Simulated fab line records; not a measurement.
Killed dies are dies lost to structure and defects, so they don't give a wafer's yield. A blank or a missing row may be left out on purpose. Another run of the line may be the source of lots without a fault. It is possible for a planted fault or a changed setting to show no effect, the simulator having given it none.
fab line records	flow n5-finfet
record lots=4	wafers=12	last-day=17
route steps=1938 shown MOL_CONTACT_COAG@576 BEOL_M4@1111 PASSIVATION@1936
lots untouched by any fault: they come from a run of this same line in which no faults occurred
start-h: hours from the record's opening day to when the first of the lot's shown wafers began	wait-h: hours elapsed since this lot's preceding step	" same as the row above	L1.1+2: a single row standing in for several wafers	- no value, or no start given	* or withheld: withheld	< > ~ a bound
route shown NAME@n: NAME is a module with steps in the file, n the number in the route of the first one	usual: the fault-free wafers' mean and standard deviation	same: alike in all rows	chamber/n: place in a boat	sites: each site's reading	_std_site: their standard deviation	_edge_site: the outer-site mean with the inner-site mean subtracted	radius-mm: for every site, how far away it sits from the centre of the wafer	mask NAME#n: copy n	behind: the last tool/chamber to shape the wafer	hold: the reason the lot was held/the length of the hold in hours/how it ended	device: the transistor (n, p or np) that didn't switch	end of line: tests of these same wafers at the route's end	where a step has no rows: the recipe by itself	killed: dies lost to structure and defects at the first sort, not the wafer's yield	map: shows each die of a wafer: x if killed, . if not, _ if none is there
set.NAME: the setting as run; set.NAME@STEP: as run at that earlier step	model.NAME: the simulator's own value behind a step, which no gauge read
a table for each step, a row for each wafer; lots at some steps of the route
services: when a tool's chamber went out of use (start-h, in hours from the record's first day, below 0 if earlier), for how many hours, and the reason
## steps
# step N5_MOL_CONTACT_COAG_DESCUM_88
# recipe chemistry=O2	time-s=7	source-power-w=50	bias-power-w=20	pressure-mtorr=20	rf-frequency-hz=2.712e+07	temp-c=40	resist=CAR-EUV	o2-flow-sccm=225
# step N5_MOL_CONTACT_COAG_ETCH_89
# recipe chemistry=N2/H2	target=underlayer	target-depth-a=130	mask-material=CAR-EUV	time-s=10.4	ion-energy-ev=200	pressure-mtorr=30	source-w=840	bias-w=150	n2-flow-sccm=200	h2-flow-sccm=200	ends=cleared
# step N5_MOL_CONTACT_COAG_ETCH_90
# recipe chemistry=CF4	target=SiARC	target-depth-a=130	mask-material=CAR-EUV	time-s=21.7	ion-energy-ev=80	pressure-mtorr=40	source-w=545	bias-w=36	Ar_flow_sccm=100	cf4-flow-sccm=100	ends=cleared
# step N5_MOL_CONTACT_COAG_ALD_131
# recipe material=SiO2	target-thk-a=50	temp-c=100	ald-precursor-family=BDEAS	ald-co-reactant=O2-plasma	pulse-time-s=1	co-reactant-pulse-time-s=1	purge-time-s=2	co-reactant-purge-time-s=2	ald-cycles=35	pressure-torr=2
# step N5_MOL_CONTACT_COAG_ETCHBACK_132
# recipe chemistry=CHF3	target=SiO2	target-depth-a=100	time-s=6.7	ion-energy-ev=200	pressure-mtorr=30	source-w=610	bias-w=170	Ar_flow_sccm=200	CHF3_flow_sccm=50
# step N5_MOL_CONTACT_COAG_ETCH_91
# recipe chemistry=N2/H2	target=SOC	target-depth-a=600	overetch-a=210	mask-material=SiARC	temp-c=40	time-s=101.2	ion-energy-ev=200	pressure-mtorr=30	source-w=840	bias-w=150	n2-flow-sccm=200	h2-flow-sccm=200
# step N5_MOL_CONTACT_COAG_STRIP_92
# recipe chemistry=N2/H2	temp-c=40	n2-flow-sccm=200	h2-flow-sccm=200	rf-frequency-hz=6e+07
# step N5_MOL_CONTACT_COAG_STRIP_93
# recipe chemistry=N2/H2	temp-c=40	n2-flow-sccm=200	h2-flow-sccm=200	rf-frequency-hz=6e+07
# step N5_MOL_CONTACT_COAG_ETCHBACK_135
# recipe chemistry=CHF3	target=SiO2	target-depth-a=250	time-s=16.7	ion-energy-ev=200	pressure-mtorr=30	source-w=610	bias-w=170	Ar_flow_sccm=200	CHF3_flow_sccm=50
# step N5_MOL_CONTACT_COAG_STRIP_118
# recipe chemistry=CHF3	resist=SiARC	rf-frequency-hz=6e+07
# step N5_MOL_CONTACT_COAG_VIA_ETCH_46
# recipe chemistry=C4F6/O2	target-depth-a=460	overetch-a=92	mask-material=SOC	target=SiO2	bias-w=455	pressure-mtorr=10	time-s=40	source-w=325	Ar_flow_sccm=300	C4F6_flow_sccm=10	O2_flow_sccm=10	ion-energy-ev=575.3	ends=end-point
# step N5_MOL_CONTACT_COAG_STRIP_96
# recipe chemistry=N2/H2	power-w=500	temp-c=40	pressure-mtorr=50	rf-frequency-hz=6e+07	overash-fraction=0.3	bias-power-w=28	h2-frac=0.5	n2-flow-sccm=300	h2-flow-sccm=300
# usual bias-power-w=28.01/0.085	chamber-pressure-mTorr=50.00/0.065	drypump-motor-current-A=5.8/0.49	h2-flow-sccm=300.0/0.94	oes-product-au=0.78/0.079	power-w=500.0/1.8	rf-vpp-V=122.1/1.3	showerhead-plenum-p-Torr=3.39/0.12	throttle-valve-pct=18.8/0.38
lot.wafer	tool	chamber	start-h	wait-h	bias-power-w	chamber-pressure-mTorr	drypump-motor-current-A	h2-flow-sccm	oes-product-au	power-w	rf-hours-counter-h	rf-vpp-V	showerhead-plenum-p-Torr	throttle-valve-pct	model.SOC_of_MOL_CONTACT_COAG_COAT_75.thk-nm	model.SiO2_of_MOL_CONTACT_COAG_ALD_131.thk-nm
L776.1	rie-diel-01	2	166.69	0.0	27.99	49.98	5.4	301.6	0.83	497.5	70	122.5	3.55	18.8	0	0
L776.3	"	1	"	"	27.85	50.14	6.1	300.8	0.72	500.2	193	124.0	3.21	18.6	0	0
L776.4	"	1	"	"	27.86	50.10	6.1	300.0	0.72	502.1	-	120.0	3.21	18.6	0	0
L781.2	rie-diel-01	2	193.37	0.0	-	-	-	-	-	-	-	-	-	-	50.4	5
L781.5	"	2	"	"	-	-	-	-	-	-	-	-	-	-	50.6	5
L781.6	"	1	"	"	-	-	-	-	-	-	-	-	-	-	50.6	5
L782.3	rie-diel-01	0	195.88	0.0	-	-	-	-	-	-	-	-	-	-	50.8	5
L782.4	"	1	"	"	-	-	-	-	-	-	-	-	-	-	50.8	5
L782.5	"	3	"	"	-	-	-	-	-	-	-	-	-	-	50.6	5
L786.3	rie-diel-03	0	220.76	0.0	27.95	49.89	6.3	301.8	0.88	500.0	41	120.0	3.27	18.5	0	0
L786.4	"	2	"	"	27.88	50.00	6.6	299.9	0.70	497.3	221	120.8	3.46	19.5	0	0
L786.5	"	3	"	"	27.95	49.98	6.3	300.8	0.76	498.4	-	122.5	3.22	18.6	0	0
# step N5_MOL_CONTACT_COAG_ETCH_47
# recipe chemistry=CH3F/O2	target=SiNx	target-depth-a=270	mask-material=SiO2	stop-on=W	over-etch-frac=0.2	ion-energy-ev=120	endpoint=OES-CN	pressure-mtorr=30	source-w=395	bias-w=73	Ar_flow_sccm=150	CH3F_flow_sccm=30	O2_flow_sccm=20	ends=end-point
# step N5_MOL_CONTACT_COAG_STRIP_119
# recipe chemistry=N2/H2	time-s=30	power-w=1000	temp-c=250	pressure-mtorr=withheld	n2-flow-sccm=1750	h2-flow-sccm=3250
# usual drypump-motor-current-A=5.63/0.19	h2-flow-sccm=3250/9.3	heater-power-w=321/21
lot.wafer	tool	chamber	start-h	wait-h	drypump-motor-current-A	h2-flow-sccm	heater-power-w	rf-hours-counter-h	model.SOC_of_MOL_CONTACT_COAG_COAT_75.thk-nm
L776.1	plasma-asher-02	1	166.81	0.1	5.94	3236	347	63	0
L776.3	"	1	"	"	5.98	3246	354	-	0
L776.4	"	0	"	"	5.62	3260	287	-	0
L781.2	plasma-asher-02	1	193.49	0.1	5.97	3236	341	68	25.8
L781.5	"	1	"	"	5.97	3243	350	-	25.8
L781.6	"	0	"	"	5.63	3243	284	-	26
L782.3	plasma-asher-01	1	196.02	0.1	5.61	3256	322	-	26.2
L782.4	"	0	"	"	5.44	3271	321	-	26.2
L782.5	"	0	"	"	5.42	3249	327	-	26
L786.3	plasma-asher-02	0	220.90	0.1	5.65	3254	287	-	0
L786.4	"	1	"	"	5.96	3268	347	-	0
L786.5	"	0	"	"	5.65	3253	278	-	0
# step N5_MOL_CONTACT_COAG_PRECLEAN_144
# recipe chemistry=alkaline-clean	temp-c=60	time-s=60	do-ppb=50
# step N5_BEOL_M4_RC_MEAS_101
# usual DIBL_N=36.3/1.4	DIBL_P=35.7/1.5	IOFF_N=0.155/0.022	IOFF_P=0.204/0.027	ION_N=671/9	ION_P=459/6.2	SS_N=71.5/0.54	SS_P=73.1/0.56	VT_N=250.2/2.6	VT_P=-251/3.3
lot.wafer	tool	chamber	start-h	wait-h	DIBL_N[mV/V]	DIBL_P[mV/V]	IOFF_N[nA/um]	IOFF_P[nA/um]	ION_N[uA/um]	ION_P[uA/um]	SS_N[mV/dec]	SS_P[mV/dec]	VT_N[mV]	VT_P[mV]
L776.1	prober-01	0	238.10	0.0	38.1	39.4	0.200	0.238	681	463	72.1	73.5	247.1	-251
L776.3	"	0	"	"	35.9	35.0	0.148	0.175	666	448	71.5	72.6	254.7	-254
L776.4	"	0	"	"	37.3	37.0	0.174	0.206	681	462	71.2	73.8	247.6	-251
L786.3	prober-01	0	293.95	0.3	37.5	36.5	0.166	0.207	666	454	71.8	73.5	249.8	-253
L786.4	"	0	"	"	38.1	36.8	0.177	0.211	662	452	72.6	73.9	250.0	-251
L786.5	"	0	"	"	35.4	33.8	0.134	0.168	666	455	71.6	72.8	251.6	-254
# step N5_PASSIVATION_PROBE_49
# usual defect-limited-yield=91.0/1.5	killed_at_M0_to_M3=36/12	killed_at_M4_up=14/5.5	killed-at-contacts=11/4.8	killed-at-front-end=42/12	killed-at-other=3.7/2.7	killed-dies=106/18	killed-on-rim=13/4.5	killed-open=70/13	killed-short=35/8.2	sort_bin_5_function=5.3/1	sort_bin_6_memory=3.3/0.69	sort-n-pass=1074/18	sort-yield-pct=91.0/1.5
# same gross-dies=1180	killed-at-back-side=0	sort_bin_4_leakage[%]=0	sort_bin_8_speed[%]=0
lot.wafer	tool	chamber	start-h	wait-h	defect-limited-yield[%]	killed_at_M0_to_M3	killed_at_M4_up	killed-at-contacts	killed-at-front-end	killed-at-other	killed-dies	killed-on-rim	killed-open	killed-short	sort_bin_5_function[%]	sort_bin_6_memory[%]	sort-n-pass	sort-yield-pct[%]
L776.1	prober-01	-	339.81	0.0	93.4	29	9	4	30	6	78	10	43	33	4.1	2.2	1102	93.4
L776.3	prober-01	-	339.91	0.1	93.6	33	7	8	25	3	76	14	47	29	4.0	1.9	1104	93.6
L776.4	prober-01	-	339.96	0.2	89.7	71	7	12	25	6	121	16	71	50	6.1	3.9	1059	89.7
L782.3	prober-02	-	361.77	0.1	0	42	10	1084	40	4	1180	152	70	35	97.4	2.4	0	0
L782.4	prober-02	-	361.82	0.2	0	40	15	1064	58	3	1180	152	83	38	96.6	2.9	0	0
L782.5	prober-02	-	361.87	0.2	0	45	19	1054	58	4	1180	152	91	45	95.6	4.1	0	0
L781.2	prober-01	-	363.69	0.1	0	20	15	1083	59	3	1180	152	67	36	96.8	2.8	0	0
L781.5	prober-01	-	363.84	0.2	0	35	16	1089	29	11	1180	152	65	40	95.9	3.9	0	0
L781.6	prober-01	-	363.89	0.3	0	42	21	1077	35	5	1180	152	73	39	96.2	3.5	0	0
L786.3	prober-01	-	401.35	0.1	89.3	46	10	2	65	3	126	20	75	50	5.7	4.4	1054	89.3
L786.4	prober-01	-	401.40	0.2	89.6	56	7	13	46	1	123	14	83	40	6.4	4.0	1057	89.6
L786.5	prober-01	-	401.45	0.2	88.5	52	10	8	64	2	136	24	89	46	6.2	4.9	1044	88.5
# killed by level:class
L776.1 BEOL_M0_SAQP:geometric-particle:open=7 BEOL_M0_SAQP:geometric-particle:short=6 FIN_SAQP:geometric-particle:short=5 DUMMY_GATE:geometric-particle:open=5 BEOL_M2:geometric-particle:open=5 STARTING-WAFER:geometric-particle:short=5 ILD0:geometric-particle:short=4 MOL_CONTACT_COAG:geometric-particle:open=3
L776.3 BEOL_M0_SAQP:geometric-particle:short=12 BEOL_M0_SAQP:geometric-particle:open=10 MOL_CONTACT_COAG:geometric-particle:open=7 FIN_CUT:geometric-particle:open=4 DUMMY_GATE:geometric-particle:open=4 GATE_CUT:geometric-particle:open=3 BEOL_M3:geometric-particle:open=3 FIN_SAQP:geometric-particle:short=2
L776.4 BEOL_M0_SAQP:geometric-particle:short=20 BEOL_M2:geometric-particle:open=17 BEOL_M0_SAQP:geometric-particle:open=13 MOL_CONTACT_COAG:geometric-particle:open=9 BEOL_M3:geometric-particle:open=9 FIN_SAQP:geometric-particle:open=6 GATE_CUT:geometric-particle:short=6 FIN_SAQP:geometric-particle:short=4
L782.3 MOL_CONTACT_COAG:area-etch=1075 FIN_SAQP:geometric-particle:open=12 BEOL_M0_SAQP:geometric-particle:short=11 BEOL_M2:geometric-particle:open=10 FIN_SAQP:geometric-particle:short=9 MOL_CONTACT_COAG:geometric-particle:open=9 BEOL_M1:geometric-particle:open=8 BEOL_M4:geometric-particle:open=6
L782.4 MOL_CONTACT_COAG:area-etch=1059 FIN_SAQP:geometric-particle:open=11 STI_FIN_REVEAL:geometric-particle:open=11 BEOL_M2:geometric-particle:open=11 FIN_SAQP:geometric-particle:short=10 BEOL_M0_SAQP:geometric-particle:open=10 DUMMY_GATE:geometric-particle:open=9 BEOL_M0_SAQP:geometric-particle:short=6
L782.5 MOL_CONTACT_COAG:area-etch=1043 FIN_SAQP:geometric-particle:open=21 FIN_SAQP:geometric-particle:short=10 BEOL_M0_SAQP:geometric-particle:open=10 MOL_CONTACT_COAG:geometric-particle:open=9 BEOL_M0_SAQP:geometric-particle:short=9 BEOL_M4:geometric-particle:open=7 STI_FIN_REVEAL:geometric-particle:open=7
L781.2 MOL_CONTACT_COAG:area-etch=1074 FIN_SAQP:geometric-particle:short=14 FIN_SAQP:geometric-particle:open=13 MOL_CONTACT_COAG:geometric-particle:open=9 BEOL_M0_SAQP:geometric-particle:short=9 GATE_CUT:geometric-particle:open=8 STI_FIN_REVEAL:geometric-particle:open=7 DUMMY_GATE:geometric-particle:open=6
L781.5 MOL_CONTACT_COAG:area-etch=1075 MOL_CONTACT_COAG:geometric-particle:open=11 BEOL_M0_SAQP:geometric-particle:open=10 FIN_SAQP:geometric-particle:short=7 BEOL_M2:geometric-particle:open=7 BEOL_M0_SAQP:geometric-particle:short=6 FIN_SAQP:geometric-particle:open=5 BEOL_M1:geometric-particle:open=5
L781.6 MOL_CONTACT_COAG:area-etch=1067 BEOL_M4:geometric-particle:open=13 BEOL_M0_SAQP:geometric-particle:short=11 BEOL_M0_SAQP:geometric-particle:open=9 BEOL_M2:geometric-particle:open=8 MOL_CONTACT_COAG:geometric-particle:open=7 FIN_SAQP:geometric-particle:short=6 STI_FIN_REVEAL:geometric-particle:open=6
L786.3 STI_FIN_REVEAL:geometric-particle:open=19 FIN_SAQP:geometric-particle:open=16 BEOL_M0_SAQP:geometric-particle:short=11 BEOL_M3:geometric-particle:open=9 FIN_SAQP:geometric-particle:short=8 BEOL_M0_SAQP:geometric-particle:open=8 BEOL_M1:geometric-particle:short=6 STI_FIN_REVEAL:geometric-particle:short=5
L786.4 BEOL_M2:geometric-particle:open=18 FIN_SAQP:geometric-particle:open=13 STI_FIN_REVEAL:geometric-particle:open=13 BEOL_M0_SAQP:geometric-particle:short=12 BEOL_M1:geometric-particle:open=10 FIN_SAQP:geometric-particle:short=9 MOL_CONTACT_COAG:geometric-particle:open=9 BEOL_M0_SAQP:geometric-particle:open=7
L786.5 STI_FIN_REVEAL:geometric-particle:open=19 FIN_SAQP:geometric-particle:short=12 BEOL_M0_SAQP:geometric-particle:open=12 BEOL_M1:geometric-particle:open=8 BEOL_M3:geometric-particle:open=8 DUMMY_GATE:geometric-particle:open=7 BEOL_M0_SAQP:geometric-particle:short=7 MOL_CONTACT_COAG:geometric-particle:open=6
# map L781.2 (x killed, . not)
_________________xxxxxxxxxxxx________________
______________xxxxxxxxxxxxxxxxxx_____________
___________xxxxxxxxxxxxxxxxxxxxxxxx__________
__________xxxxxxxxxxxxxxxxxxxxxxxxxx_________
________xxxxxxxxxxxxxxxxxxxxxxxxxxxxxx_______
_______xxxxxxxxxxxxxxxxxxxxxxxxxxxxxxxx______
______xxxxxxxxxxxxxxxxxxxxxxxxxxxxxxxxxx_____
_____xxxxxxxxxxxxxxxxxxxxxxxxxxxxxxxxxxxx____
____xxxxxxxxxxxxxxxxxxxxxxxxxxxxxxxxxxxxxx___
___xxxxxxxxxxxxxxxxxxxxxxxxxxxxxxxxxxxxxxxx__
___xxxxxxxxxxxxxxxxxxxxxxxxxxxxxxxxxxxxxxxx__
__xxxxxxxxxxxxxxxxxxxxxxxxxxxxxxxxxxxxxxxxxx_
__xxxxxxxxxxxxxxxxxxxxxxxxxxxxxxxxxxxxxxxxxx_
_xxxxxxxxxxxxxxxxxxxxxxxxxxxxxxxxxxxxxxxxxxxx
_xxxxxxxxxxxxxxxxxxxxxxxxxxxxxxxxxxxxxxxxxxxx
_xxxxxxxxxxxxxxxxxxxxxxxxxxxxxxxxxxxxxxxxxxxx
_xxxxxxxxxxxxxxxxxxxxxxxxxxxxxxxxxxxxxxxxxxxx
_xxxxxxxxxxxxxxxxxxxxxxxxxxxxxxxxxxxxxxxxxxxx
_xxxxxxxxxxxxxxxxxxxxxxxxxxxxxxxxxxxxxxxxxxxx
_xxxxxxxxxxxxxxxxxxxxxxxxxxxxxxxxxxxxxxxxxxxx
_xxxxxxxxxxxxxxxxxxxxxxxxxxxxxxxxxxxxxxxxxxxx
__xxxxxxxxxxxxxxxxxxxxxxxxxxxxxxxxxxxxxxxxxx_
__xxxxxxxxxxxxxxxxxxxxxxxxxxxxxxxxxxxxxxxxxx_
___xxxxxxxxxxxxxxxxxxxxxxxxxxxxxxxxxxxxxxxx__
___xxxxxxxxxxxxxxxxxxxxxxxxxxxxxxxxxxxxxxxx__
____xxxxxxxxxxxxxxxxxxxxxxxxxxxxxxxxxxxxxx___
_____xxxxxxxxxxxxxxxxxxxxxxxxxxxxxxxxxxxx____
______xxxxxxxxxxxxxxxxxxxxxxxxxxxxxxxxxx_____
_______xxxxxxxxxxxxxxxxxxxxxxxxxxxxxxxx______
________xxxxxxxxxxxxxxxxxxxxxxxxxxxxxx_______
__________xxxxxxxxxxxxxxxxxxxxxxxxxx_________
___________xxxxxxxxxxxxxxxxxxxxxxxx__________
______________xxxxxxxxxxxxxxxxxx_____________
_________________xxxxxxxxxxxx________________
# map L782.3 (x killed, . not)
_________________xxxxxxxxxxxx________________
______________xxxxxxxxxxxxxxxxxx_____________
___________xxxxxxxxxxxxxxxxxxxxxxxx__________
__________xxxxxxxxxxxxxxxxxxxxxxxxxx_________
________xxxxxxxxxxxxxxxxxxxxxxxxxxxxxx_______
_______xxxxxxxxxxxxxxxxxxxxxxxxxxxxxxxx______
______xxxxxxxxxxxxxxxxxxxxxxxxxxxxxxxxxx_____
_____xxxxxxxxxxxxxxxxxxxxxxxxxxxxxxxxxxxx____
____xxxxxxxxxxxxxxxxxxxxxxxxxxxxxxxxxxxxxx___
___xxxxxxxxxxxxxxxxxxxxxxxxxxxxxxxxxxxxxxxx__
___xxxxxxxxxxxxxxxxxxxxxxxxxxxxxxxxxxxxxxxx__
__xxxxxxxxxxxxxxxxxxxxxxxxxxxxxxxxxxxxxxxxxx_
__xxxxxxxxxxxxxxxxxxxxxxxxxxxxxxxxxxxxxxxxxx_
_xxxxxxxxxxxxxxxxxxxxxxxxxxxxxxxxxxxxxxxxxxxx
_xxxxxxxxxxxxxxxxxxxxxxxxxxxxxxxxxxxxxxxxxxxx
_xxxxxxxxxxxxxxxxxxxxxxxxxxxxxxxxxxxxxxxxxxxx
_xxxxxxxxxxxxxxxxxxxxxxxxxxxxxxxxxxxxxxxxxxxx
_xxxxxxxxxxxxxxxxxxxxxxxxxxxxxxxxxxxxxxxxxxxx
_xxxxxxxxxxxxxxxxxxxxxxxxxxxxxxxxxxxxxxxxxxxx
_xxxxxxxxxxxxxxxxxxxxxxxxxxxxxxxxxxxxxxxxxxxx
_xxxxxxxxxxxxxxxxxxxxxxxxxxxxxxxxxxxxxxxxxxxx
__xxxxxxxxxxxxxxxxxxxxxxxxxxxxxxxxxxxxxxxxxx_
__xxxxxxxxxxxxxxxxxxxxxxxxxxxxxxxxxxxxxxxxxx_
___xxxxxxxxxxxxxxxxxxxxxxxxxxxxxxxxxxxxxxxx__
___xxxxxxxxxxxxxxxxxxxxxxxxxxxxxxxxxxxxxxxx__
____xxxxxxxxxxxxxxxxxxxxxxxxxxxxxxxxxxxxxx___
_____xxxxxxxxxxxxxxxxxxxxxxxxxxxxxxxxxxxx____
______xxxxxxxxxxxxxxxxxxxxxxxxxxxxxxxxxx_____
_______xxxxxxxxxxxxxxxxxxxxxxxxxxxxxxxx______
________xxxxxxxxxxxxxxxxxxxxxxxxxxxxxx_______
__________xxxxxxxxxxxxxxxxxxxxxxxxxx_________
___________xxxxxxxxxxxxxxxxxxxxxxxx__________
______________xxxxxxxxxxxxxxxxxx_____________
_________________xxxxxxxxxxxx________________
## services
tool	chamber	start-h	hours	kind
rie-diel-01	0	162.56	-	clean
rie-diel-01	0	162.56	-	consumable-replace:esc
rie-diel-01	0	162.56	-	consumable-replace:focus-ring
rie-diel-01	0	162.56	21.0	scheduled-down
rie-diel-01	0	162.56	21.0	vent-cycle
plasma-asher-02	-	204.01	14.6	pm
## key
first-sign step=N5_MOL_CONTACT_COAG_STRIP_96	reading=tool-record	direction=missing
effect step=N5_PASSIVATION_PROBE_49	reading=killed-at-contacts	direction=up	sigmas=99+	usual=11	struck=1075
model-effect step=N5_MOL_CONTACT_COAG_STRIP_96	value=SOC_of_MOL_CONTACT_COAG_COAT_75.thk-nm	without=0	struck=50.63
model-effect step=N5_MOL_CONTACT_COAG_STRIP_119	value=SOC_of_MOL_CONTACT_COAG_COAT_75.thk-nm	without=0	struck=26
more-kills-born-at N5_MOL_CONTACT_COAG_ETCH_47@rie-diel-01=6393
met-at N5_MOL_CONTACT_COAG_STRIP_96
struck-wafers L781.2,L781.5,L781.6,L782.3,L782.4,L782.5
later-rows-left-out L781.2,L781.5,L781.6,L782.3,L782.4,L782.5
onset-between 166.69 193.37
fault kind=skipped-step-whole	tool=rie-diel-01	chamber=-	onset-h=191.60	steps=N5_MOL_CONTACT_COAG_STRIP_96	scope=struck-lots-only
# later-rows-left-out: the simulator's readings of these wafers behind a module that went badly wrong aren't trusted and aren't shown, but for the sort
